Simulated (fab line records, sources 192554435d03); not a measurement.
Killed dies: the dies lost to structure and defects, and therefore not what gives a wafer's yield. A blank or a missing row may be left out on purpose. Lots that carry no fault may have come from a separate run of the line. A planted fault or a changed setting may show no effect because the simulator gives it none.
Chamber matching -- flow n5Finfet -- 4 sister chambers for N5_BEOL_M0_SAQP_ETCH_106 on rieDiel-04
The step etches SOC in N2/H2, stops on SiNx, target depth 150 nm. 8 wafers are shown with their chamber, then 7 later ones without.

WAFERS, EACH WITH ITS CHAMBER
wafer,chamber,showerheadPlenumPTorr (Torr),throttleValvePct (%)
L074.4,0,2.42,18.09
L086.5,2,2.53,17.71
L088.4,1,2.62,18.08
L088.5,2,2.53,17.71
L089.5,3,2.69,17.89
L089.6,0,2.41,18.11
L090.1,1,2.62,18.11
L090.3,3,2.69,17.89

WAFERS WITHOUT THEIR CHAMBER
wafer,showerheadPlenumPTorr (Torr),throttleValvePct (%)
L090.5,2.69,17.88
L092.2,2.62,18.08
L092.3,2.52,17.72
L092.6,2.62,18.09
L093.2,2.52,17.73
L093.3,2.61,18.10
L093.5,2.62,18.11

EACH ONE'S CHAMBER
wafer,from the rows above,in truth
L090.5,3,3
L092.2,1,1
L092.3,2,2
L092.6,1,1
L093.2,2,2
L093.3,1,1
L093.5,1,1
Placed correctly: 7 of 7. Left unplaced by these rows: 0. Number placed wrongly: 0.
How it was worked out, from the rows above alone: a wafer's distance from a chamber is the root of the sum, over the readings, of the square of ((its reading less the chamber's mean) divided by the reading's scatter). The wafer belongs to the nearest chamber; if the next one is less than 2 further off, it can't be placed. Each chamber's mean is taken over the wafers shown for it. The scatter: take each reading less its chamber's mean, square it, sum over the shown wafers, divide by the number of wafers less the number of chambers, and take the root.
